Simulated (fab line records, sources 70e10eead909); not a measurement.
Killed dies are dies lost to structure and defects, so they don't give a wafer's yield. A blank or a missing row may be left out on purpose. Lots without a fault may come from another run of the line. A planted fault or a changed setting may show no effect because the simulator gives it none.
A struck lot beside a sound one | flow nand_harc | 14 steps out of a route of 1302
Sound: wafers L162.1, L162.2, L162.3. Struck: wafers L154.2, L154.4, L154.5. The cause comes at the end.
At each step with rows: each side's tool, then ch and its chambers, then its first start. Under that, the readings that differ: sound wafers | struck wafers | difference of the means | sigmas: that difference in standard deviations of wafers without a fault.
alike: readings whose means differ by less than 2 such deviations, and words and numbers that are the same on both sides. not compared: withheld readings, readings that some wafer has no value for, bounds like >300 that may hide the same value, and numbers for which the record gives no deviation and whose values overlap.
The two part at a step that has a row with sigmas, a row that says differs or no value, or rows on one side only. Numbers that don't overlap but have no deviation are shown without sigmas and don't part them. A reading that every wafer of one side lacks parts them only if that side has two wafers or more.

first, 2 steps without rows for these wafers: NHARC_A_DECK1_JOINT_ANNEAL_28 (time 1800 s); NHARC_A_DECK1_JOINT_ANNEAL_29 (time 1800 s).
NHARC_A_DECK1_JOINT_CMP_02: polishes SiOx.
  sound on cmp-03 ch 0,2,3, day 19 20:58; struck on cmp-04 ch 0,2,3, day 16 12:20
  alike: motor_current_A, slurry_flow_ml_min
then, 1 step without rows for these wafers: NHARC_A_DECK1_JOINT_SRD_15.
NHARC_A_DECK1_JOINT_DEP_16: deposits SiO2, target thk 45 nm.
  sound on pecvd-03 ch 0,1,2, day 19 21:21; struck on pecvd-01 ch 0,1, day 16 12:49
  reading            | sound       | struck      | difference | sigmas
  heater_power_w (W) | 570 547 340 | 553 742 769 | +202       | +2
  alike: showerhead_vpp_V, throttle_valve_pct
NHARC_A_DECK1_JOINT_THK_MEAS_17: measures by ellipsometry.
  sound on film_metro-02, day 19 21:38; struck on film_metro-01, day 16 13:08
  alike: thk_nm
NHARC_A_DECK1_JOINT_INSPECT_05:
  sound on defect_inspect-01, day 19 21:40; struck on defect_inspect-02, day 16 13:11
  alike: raw_defect_count
then, 1 step without rows for these wafers: NHARC_A_ONON_D2_DEP_00 (target thk 1000 nm).
NHARC_A_ONON_D2_THK_MEAS_02: measures by ellipsometry.
  sound on film_metro-02, day 19 22:14; struck on film_metro-02, day 16 13:46
  alike: thk_nm
then, 1 step without rows for these wafers: NHARC_A_ONON_D2_DEP_03 (target thk 1000 nm).
NHARC_A_ONON_D2_THK_MEAS_05: measures by ellipsometry.
  sound on film_metro-01, day 19 22:49; struck on film_metro-01, day 16 14:20
  alike: thk_nm
NHARC_A_ONON_D2_DEP_06: target thk 1000 nm.
  sound on pecvd_onon-04 ch 0, day 19 22:53; struck on pecvd_onon-01 ch 0, day 16 14:26
NHARC_A_ONON_D2_THK_MEAS_08: measures by ellipsometry.
  sound on film_metro-02, day 19 23:24; struck on film_metro-01, day 16 15:04
  reading     | sound         | struck      | difference | sigmas
  thk_nm (nm) | 997 1001 1001 | 286 286 284 | -714       | -99 or more
  not compared: hold
NHARC_END_SORT_01:
  the record has rows for the sound wafers here (prober-01 ch 0, day 33 01:18) and none for the struck ones

WHERE THEY PART
First at NHARC_A_DECK1_JOINT_DEP_16; last, within this record, at NHARC_END_SORT_01.

WHY: what the simulator had put in
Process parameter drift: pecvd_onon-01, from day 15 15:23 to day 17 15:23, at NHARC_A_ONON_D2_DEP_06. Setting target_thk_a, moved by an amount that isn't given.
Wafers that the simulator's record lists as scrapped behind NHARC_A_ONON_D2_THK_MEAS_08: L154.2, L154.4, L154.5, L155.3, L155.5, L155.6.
